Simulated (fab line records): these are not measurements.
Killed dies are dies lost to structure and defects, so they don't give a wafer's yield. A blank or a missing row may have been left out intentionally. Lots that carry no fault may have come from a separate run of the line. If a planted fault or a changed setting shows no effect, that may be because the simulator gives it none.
Comparing a struck lot with a sound one    flow n5 finfet    38 out of 1938 route steps
Sound: these wafers, L743.1, L743.2, L743.6. Struck: wafer L738.5 (left out: L738.3, L738.6 of the same lot, which were not struck); the cause appears at the end.
Each step with rows lists, per side, the tool, then ch with its chambers, then its first start. Under that, the readings that differ: sound wafers    struck wafers    difference of the means    sigmas: that difference in standard deviations of wafers without a fault.
alike: readings with means less than 2 such deviations apart, plus words and numbers identical on both sides. not compared: withheld readings, readings lacking a value on some wafer, bounds such as >300 that could conceal the same value, and numbers that have no deviation in the record and whose values overlap.
A row with sigmas, a row that says differs or no value, or rows on one side alone: a step with any of these is where the two part. When numbers do not overlap yet have no deviation, they are printed without sigmas and do not part them. Lack of a reading on every wafer of one side parts them only where that side has two or more wafers.

first, 9 steps without rows for these wafers: N5_BEOL_M12_SOFTBAKE_23 (time 60 s); N5_BEOL_M12_EXPOSE_25 (exposes mask M12); N5_BEOL_M12_PEB_26 (peb time 90 s); N5_BEOL_M12_DEVELOP_27 (develop time 45 s); N5_BEOL_M12_HARDBAKE_32 (time 120 s); N5_BEOL_M12_DESCUM_33 (chemistry O2, time 7.9 s); N5_BEOL_M12_ETCH_67 (etches SiARC in CF4, target depth 143 nm, time 238.3 s); N5_BEOL_M12_ETCH_68 (etches SOC in N2/H2, time 285 s); N5_BEOL_M12_STRIP_69 (strips in N2/H2).
N5_BEOL_M12_TRENCH_ETCH_34: etches SiOC in C4F8/O2/Ar, target depth 318.95 nm, time 125.5 s.
  sound on rie diel-03 ch 0,2,3, day 18 05:19; struck on rie diel-01 ch 2, day 14 21:22
reading                   sound              struck  difference  sigmas
rf vpp V (V)              666 666 670        660     -7          -2
model.etch.depth nm (nm)  328.8 327.6 322.2  294.6   -31.6       
  alike: drypump motor current A, oes product au, rf fwd power W, showerhead plenum p Torr, throttle valve pct
  not compared: rf hours counter h
then, 1 step without rows for these wafers: N5_BEOL_M12_STRIP_70 (strips in C4F8/O2/Ar).
N5_BEOL_M12_OCD_MEAS_35:
  struck on ocd-01, day 14 21:32; sound on ocd-02, day 18 05:29
reading               sound        struck  difference  sigmas
trench depth nm (nm)  329 328 322  295     -31         -5
then, 11 steps without rows for these wafers: N5_BEOL_M12_STRIP_37 (strips in N2/H2); N5_BEOL_M12_ETCH_38 (etches SiCN in CF4/N2, target depth 68.7 nm, time 73.4 s); N5_BEOL_M12_PRECLEAN_39 (cleans in residue remover, time 60 s); N5_BEOL_M12_SRD_40 (time 30 s, dry time 30 s); N5_BEOL_M12_DEGAS_41 (time 60 s); N5_BEOL_M12_PRE_CLEAN_42 (time 30 s); N5_BEOL_M12_SPUTTER_43 (material TaN, target thk 15 nm, time 24.19 s); N5_BEOL_M12_SPUTTER_44 (material Ta, target thk 10 nm, time 16.13 s); N5_BEOL_M12_SPUTTER_45 (material Cu, target thk 80 nm, time 13.33 s); N5_BEOL_M12_ECD_47 (material Cu, target thk 720 nm); N5_BEOL_M12_ANNEAL_48 (time 90 s).
N5_BEOL_M12_CMP_49: polishes, stops on SiOC, t overpolish 20.6 s, target thk 320 nm.
  sound on cmp-03 ch 1,3, day 18 09:10; struck on cmp-02 ch 3, day 14 22:48
reading                                  sound                 struck  difference  sigmas
overpolish run s (s)                     20.607 20.599 20.612  20.585  -0.021      -2
model.Cu_of_BEOL_M12_ECD_47.thk nm (nm)  328.8 329.2 323       295.8   -31.2       
  alike: barrier field endpoint s, motor current A
N5_BEOL_M12_THK_MEAS_50: measures by xrf.
  struck on film metro-01, day 14 23:06; sound on film metro-02, day 18 09:26
reading       sound        struck  difference  sigmas
M12_THK (nm)  336 335 330  297     -37         -6
then, 2 steps without rows for these wafers: N5_BEOL_M12_PRE_CLEAN_52 (time 15 s); N5_BEOL_M12_DEP_53 (deposits SiCN from 3MS/NH3, target thk 30 nm, time 10.5 s).
N5_BEOL_M12_RS_MEAS_54: uses a four-point probe to measure.
  struck on film metro-01, day 14 23:13; sound on film metro-01, day 18 09:33
reading          sound                 struck  difference  sigmas
M12_RS (ohm/sq)  0.0584 0.0582 0.0594  0.0650  +0.0063     +5
then, 9 steps without rows for these wafers: N5_BEOL_M13_ILD_DEP_00 (deposits SiOC from DEMS/O2, target thk 837.92 nm, time 166.4 s); N5_BEOL_M13_COAT_58 (time 60 s, resist thk 89 nm); N5_BEOL_M13_COAT_04 (resist thk 400 nm); N5_BEOL_M13_EBR_06; N5_BEOL_M13_SOFTBAKE_05 (time 60 s); N5_BEOL_M13_EXPOSE_07 (exposes mask V12); N5_BEOL_M13_PEB_08 (peb time 90 s); N5_BEOL_M13_DEVELOP_09 (develop time 45 s); N5_BEOL_M13_HARDBAKE_14 (time 120 s).
N5_BEOL_M15_RC_MEAS_101:
  sound on prober-01 ch 0, day 19 02:59; struck on prober-02 ch 0, day 15 16:18
reading                     sound                    struck   difference  sigmas
COMB_M15 (S/m)              2e-12 9e-13 2.2e-12      4.2e-12  +2.5e-12    +4
COMB_M7 (S/m)               2.3e-11 1.8e-11 2.2e-11  3.2e-11  +1.1e-11    +2
SERP_M11 (ohm/um)           2.88 3.00 2.81           3.17     +0.27       +3
SERP_M12 (ohm/um)           0.615 0.627 0.638        0.689    +0.062      +4
SERP_M12_max_site (ohm/um)  0.634 0.635 0.642        0.703    +0.066      +3
  alike: COMB_M10, COMB_M11, COMB_M12, COMB_M12_max_site, COMB_M13, COMB_M14, COMB_M5, COMB_M6, COMB_M8, COMB_M9, SERP_M10, SERP_M13, SERP_M13_max_site, SERP_M14, SERP_M5, SERP_M5_max_site, SERP_M6, SERP_M6_max_site, SERP_M7, SERP_M8, SERP_M9

## WHERE THEY PART
Last at N5_BEOL_M15_RC_MEAS_101 as far as this record goes, first at N5_BEOL_M12_TRENCH_ETCH_34.

WHY: what the simulator had put in
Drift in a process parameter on rie diel-01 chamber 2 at N5_BEOL_M12_TRENCH_ETCH_34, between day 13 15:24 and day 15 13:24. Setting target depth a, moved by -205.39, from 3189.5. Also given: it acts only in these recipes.
